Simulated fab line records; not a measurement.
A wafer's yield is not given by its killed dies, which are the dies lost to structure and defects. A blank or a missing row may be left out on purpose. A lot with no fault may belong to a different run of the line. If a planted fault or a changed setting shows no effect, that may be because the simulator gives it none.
Which of the tools did it?	flow n5Finfet	Sampling: 9 lots, 27 wafers, 7 of 1938 route steps

## WHAT EACH GAUGE READ, for each wafer
N5_FIN_SAQP_INSPECT_40: inspects for defects (brightfield).
lot	measured	on	rawDefectCount
L785	day 2 03:23	defectInspect-02	260 178 262
L786	day 2 10:48	defectInspect-02	165 348 284
L790	day 3 08:25	defectInspect-01	205 247 141
L792	day 3 21:26	defectInspect-02	348 279 352
L793	day 4 02:54	defectInspect-02	157 113 137
L796	day 4 20:37	defectInspect-01	260 258 216
L797	day 5 06:56	defectInspect-01	215 240 246
L799	day 5 13:53	defectInspect-02	177 1006 997
L800	day 5 20:23	defectInspect-02	252 254 1027

N5_FIN_CUT_INSPECT_10: inspects for defects (brightfield).
lot	measured	on	rawDefectCount
L785	day 2 03:47	defectInspect-02	39 35 38
L786	day 2 11:11	defectInspect-02	39 52 50
L790	day 3 08:56	defectInspect-01	44 34 23
L792	day 3 21:50	defectInspect-01	57 40 61
L793	day 4 03:17	defectInspect-02	35 41 24
L796	day 4 21:08	defectInspect-02	52 53 36
L797	day 5 07:28	defectInspect-01	45 51 40
L799	day 5 14:17	defectInspect-01	48 836 841
L800	day 5 20:46	defectInspect-01	53 63 843

N5_BEOL_M4_RC_MEAS_101.
lot	measured	on	DIBL_N (mV/V)	DIBL_P (mV/V)	IOFF_N (nA/um)	IOFF_P (nA/um)	ION_N (uA/um)	ION_P (uA/um)	SS_N (mV/dec)	SS_P (mV/dec)	VT_N (mV)	VT_P (mV)
L785	day 8 15:49	prober-02	38.6 36.6 37.1	36.2 34.8 34.5	0.178 0.144 0.149	0.225 0.207 0.197	683 665 679	463 460 463	71.8 71.2 72.2	73.7 73.2 72.9	247.0 249.8 249.5	-252 -250 -252
L786	day 10 11:47	prober-02	36.0 37.7 38.3	36.5 39.4 39.4	0.144 0.172 0.186	0.206 0.268 0.272	675 675 688	469 476 475	71.5 71.9 71.6	73.3 73.8 73.1	252.9 246.7 248.1	-250 -247 -244
L790	day 11 11:25	prober-02	36.1 36.5 35.3	37.8 37.9 36.7	0.161 0.169 0.151	0.257 0.252 0.234	681 686 677	471 475 470	72.2 72.2 72.2	74.1 73.7 73.3	250.2 248.9 248.3	-245 -245 -245
L792	day 11 14:50	prober-02	36.9 36.6 36.5	37.8 37.4 37.5	0.162 0.155 0.156	0.189 0.180 0.176	680 667 682	459 454 460	71.5 71.3 71.9	73.0 74.0 72.5	250.4 251.2 250.6	-253 -254 -256
L793	day 11 17:20	prober-02	35.8 35.8 35.5	36.0 36.5 35.2	0.152 0.151 0.148	0.205 0.210 0.194	680 669 682	465 458 464	71.8 71.4 71.0	73.0 73.1 73.2	252.3 249.7 250.3	-252 -250 -252
L796	day 12 23:46	prober-02	35.7 36.7 36.8	35.1 35.9 36.9	0.158 0.175 0.188	0.179 0.192 0.210	681 680 689	454 455 463	71.3 71.9 72.1	73.0 73.6 73.7	252.5 246.2 249.9	-254 -254 -250
L797	day 13 02:02	prober-02	37.5 38.3 36.6	36.6 38.0 36.3	0.181 0.198 0.161	0.252 0.271 0.251	674 677 673	459 466 465	72.5 72.7 71.7	73.3 73.6 72.7	250.2 248.7 247.8	-246 -245 -245
L799	day 13 03:07	prober-02	35.8 36.0 37.3	35.7 35.9 36.7	0.152 0.150 0.168	0.210 0.220 0.224	676 668 667	464 458 461	71.9 71.1 71.9	73.0 72.9 74.1	250.9 252.0 250.8	-250 -249 -248
L800	day 14 00:28	prober-02	36.4 35.2 35.3	36.0 34.9 34.5	0.158 0.139 0.131	0.192 0.184 0.173	674 671 667	459 460 463	72.3 71.1 71.5	73.2 73.0 72.2	247.5 249.5 254.4	-252 -252 -253

## WHAT TOOL EACH LOT RAN ON (gives the tool, then ch and the chambers of the sampled wafers, and finally the start)
lot	N5_FIN_SAQP_RECESS_63	N5_FIN_SAQP_HM_OPEN_33	N5_FIN_SAQP_HM_CD_35	N5_FIN_SAQP_ETCH_64
L785	vaporEtch-01 ch 0,1, day 2 01:28	rieDiel-06 ch 1,2,3, day 2 02:51	cdSem-01, day 2 03:04	rieSi-04 ch 0,1,2, day 2 03:07
L786	vaporEtch-01 ch 0,1, day 2 08:39	rieDiel-01 ch 0,1,3, day 2 10:16	cdSem-01, day 2 10:29	rieSi-01 ch 1,2,3, day 2 10:32
L790	vaporEtch-01 ch 0,1, day 3 06:04	rieDiel-06 ch 2,3, day 3 07:53	cdSem-02, day 3 08:06	rieSi-02 ch 0,2,3, day 3 08:08
L792	vaporEtch-02 ch 1, day 3 19:23	rieDiel-06 ch 1,2,3, day 3 20:55	cdSem-03, day 3 21:07	rieSi-02 ch 1,3, day 3 21:10
L793	vaporEtch-02 ch 0,1, day 4 00:45	rieDiel-04 ch 0,1,2, day 4 02:21	cdSem-03, day 4 02:34	rieSi-01 ch 0,1,2, day 4 02:37
L796	vaporEtch-01 ch 0,1, day 4 18:34	rieDiel-06 ch 0,1,2, day 4 20:02	cdSem-01, day 4 20:16	rieSi-01 ch 0,1,2, day 4 20:19
L797	vaporEtch-02 ch 0,1, day 5 02:59	rieDiel-06 ch 0,3, day 5 06:25	cdSem-02, day 5 06:37	rieSi-01 ch 1,3, day 5 06:40
L799	vaporEtch-02 ch 0,1, day 5 11:59	rieDiel-01 ch 0,2,3, day 5 13:21	cdSem-02, day 5 13:34	rieSi-04 ch 0,2, day 5 13:37
L800	vaporEtch-02 ch 0,1, day 5 18:29	rieDiel-01 ch 1,2, day 5 19:51	cdSem-01, day 5 20:04	rieSi-04 ch 0,1, day 5 20:07
- N5_FIN_SAQP_RECESS_63: chemistry HF/NH3, target SiO2, target depth 18 nm, afs cycles 3, sublimation time 60 s.
- N5_FIN_SAQP_HM_OPEN_33: chemistry CH3F/O2, target SiNx, target depth 49.4 nm, time 70.6 s.
- N5_FIN_SAQP_HM_CD_35: target cd 8 nm.
- N5_FIN_SAQP_ETCH_64: etches SiO2 in CF4, target depth 1.5 nm.

## WHAT THE TOOLS THEMSELVES READ (means of the sampled wafers that have a number; where no wafer has one, the mark that the record gives instead)
N5_FIN_SAQP_RECESS_63.
lot	tool	drypumpMotorCurrentA (A)
L785	vaporEtch-01	6.08
L786	vaporEtch-01	6.09
L790	vaporEtch-01	6.04
L792	vaporEtch-02	5.96
L793	vaporEtch-02	5.87
L796	vaporEtch-01	5.97
L797	vaporEtch-02	5.76
L799	vaporEtch-02	5.86
L800	vaporEtch-02	5.77

N5_FIN_SAQP_HM_OPEN_33.
lot	tool	drypumpMotorCurrentA (A)	etchRfOnTimeS (s)	oesProductAu (a.u.)	rfVppV (V)	showerheadPlenumPTorr (Torr)	throttleValvePct (%)
L785	rieDiel-06	5.5	68.1	0.72	299	2.05	16.19
L786	rieDiel-01	5.7	68.6	0.75	300	2.06	16.29
L790	rieDiel-06	5.6	69.5	0.67	297	2.04	16.21
L792	rieDiel-06	5.5	67.9	0.69	301	2.05	16.22
L793	rieDiel-04	5.7	68.3	0.66	295	1.99	16.43
L796	rieDiel-06	5.6	70.2	0.68	299	2.04	16.32
L797	rieDiel-06	5.9	69.6	0.65	294	2.00	16.41
L799	rieDiel-01	5.9	68.1	0.73	299	2.03	16.38
L800	rieDiel-01	5.9	67.4	0.74	297	2.01	16.31

N5_FIN_SAQP_HM_CD_35.
lot	tool	cdNm (nm)
L785	cdSem-01	8.25
L786	cdSem-01	8.13
L790	cdSem-02	8.04
L792	cdSem-03	7.95
L793	cdSem-03	8.16
L796	cdSem-01	8.27
L797	cdSem-02	8.23
L799	cdSem-02	8.16
L800	cdSem-01	8.29

N5_FIN_SAQP_ETCH_64.
lot	tool	drypumpMotorCurrentA (A)	oesProductAu (a.u.)	throttleValvePct (%)
L785	rieSi-04	6.2	0.991	21.60
L786	rieSi-01	6.3	1.009	21.95
L790	rieSi-02	5.4	1.010	21.85
L792	rieSi-02	5.9	0.991	21.92
L793	rieSi-01	6.0	1.011	22.04
L796	rieSi-01	6.0	1.008	22.03
L797	rieSi-01	6.7	0.994	21.94
L799	rieSi-04	6.1	0.993	21.49
L800	rieSi-04	5.9	0.977	21.58

## THE ANSWER, worked out from the rows above alone
Rule: usual is defined by the lots themselves. Put in order of their means at a reading, lots are off if they are a third of the lots or fewer, leave a main group of 4 or more, and stand apart from it by a gap of 3 or more times the standard deviation of the main group's means; of several such gaps the widest counts. A main group is skipped when, at the precision printed for the reading in the tables above, its means are all equal. Also off: a lot with no number at a reading for which 4 or more lots have one. Where the step has rows for the other lots, those lots are counted as sound. After the gauges, taken in route order, come the tools' own readings; for these a lot's mean is taken, as printed above. The first step at which some lot is off is used, and at that step the reading that is off furthest; a lot without a number counts as furthest.
Off: L799, L800 (N5_FIN_SAQP_INSPECT_40, rawDefectCount). For the main group the mean is 234 and the standard deviation 54.
If a tool, at a process step before that reading, ran all the lots that are off and no sound lot after the first of them, it fits. Not tried: the gauges at N5_FIN_SAQP_INSPECT_40; whatever is off there is also off at N5_FIN_CUT_INSPECT_10, on other tools, and gauge error can't account for it. Can't be told from this: 3 tools fit, vaporEtch-02 at N5_FIN_SAQP_RECESS_63, rieDiel-01 at N5_FIN_SAQP_HM_OPEN_33, rieSi-04 at N5_FIN_SAQP_ETCH_64.

## WHAT THE SIMULATOR HAD PUT IN
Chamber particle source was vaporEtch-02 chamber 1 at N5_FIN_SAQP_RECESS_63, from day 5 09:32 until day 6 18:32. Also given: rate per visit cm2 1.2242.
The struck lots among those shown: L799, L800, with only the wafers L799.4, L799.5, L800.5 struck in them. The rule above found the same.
